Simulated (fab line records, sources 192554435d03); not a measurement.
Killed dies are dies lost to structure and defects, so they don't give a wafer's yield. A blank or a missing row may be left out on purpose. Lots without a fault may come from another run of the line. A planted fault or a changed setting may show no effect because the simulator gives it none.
Chamber matching | flow n5_finfet | N5_BEOL_M12_DEP_53 on pecvd-01: 3 sister chambers
The step deposits SiCN from 3MS/NH3, target thk 30 nm, time 10.5 s. 6 wafers are shown with their chamber, then 7 later ones without.

WAFERS WITH THEIR CHAMBER
wafer  | chamber | throttle_valve_pct (%) | showerhead_plenum_p_Torr (Torr)
L077.1 | 2       | 17.1                   | 4.136
L077.5 | 2       | 17.1                   | 4.139
L089.4 | 0       | 16.4                   | 4.173
L089.5 | 1       | 18.6                   | 4.126
L097.1 | 1       | 18.7                   | 4.135
L097.2 | 0       | 16.1                   | 4.167

WAFERS WITHOUT THEIR CHAMBER
wafer  | throttle_valve_pct (%) | showerhead_plenum_p_Torr (Torr)
L097.6 | 17.5                   | 4.128
L079.1 | 18.6                   | 4.148
L079.2 | 16.2                   | 4.176
L079.6 | 16.5                   | 4.170
L094.1 | 16.5                   | 4.165
L094.2 | 17.6                   | 4.129
L094.6 | 18.7                   | 4.145

WHICH CHAMBER EACH WENT THROUGH
wafer  | from the rows above | in truth
L097.6 | 2                   | 2
L079.1 | 1                   | 1
L079.2 | 0                   | 0
L079.6 | 0                   | 0
L094.1 | 0                   | 0
L094.2 | 2                   | 2
L094.6 | 1                   | 1
Placed correctly: 7 of 7. Can't be placed from these rows: 0. Placed wrongly: 0.
How it was worked out, from the rows above alone: a wafer's distance from a chamber is the root of the sum, over the readings, of the square of ((its reading less the chamber's mean) divided by the reading's scatter). The wafer belongs to the nearest chamber; if the next one is less than 2 further off, it can't be placed. A chamber's mean is the mean of its shown wafers. The scatter: the root of (the sum of the squares of (reading less its chamber's mean) over the shown wafers, divided by (wafers less chambers)).
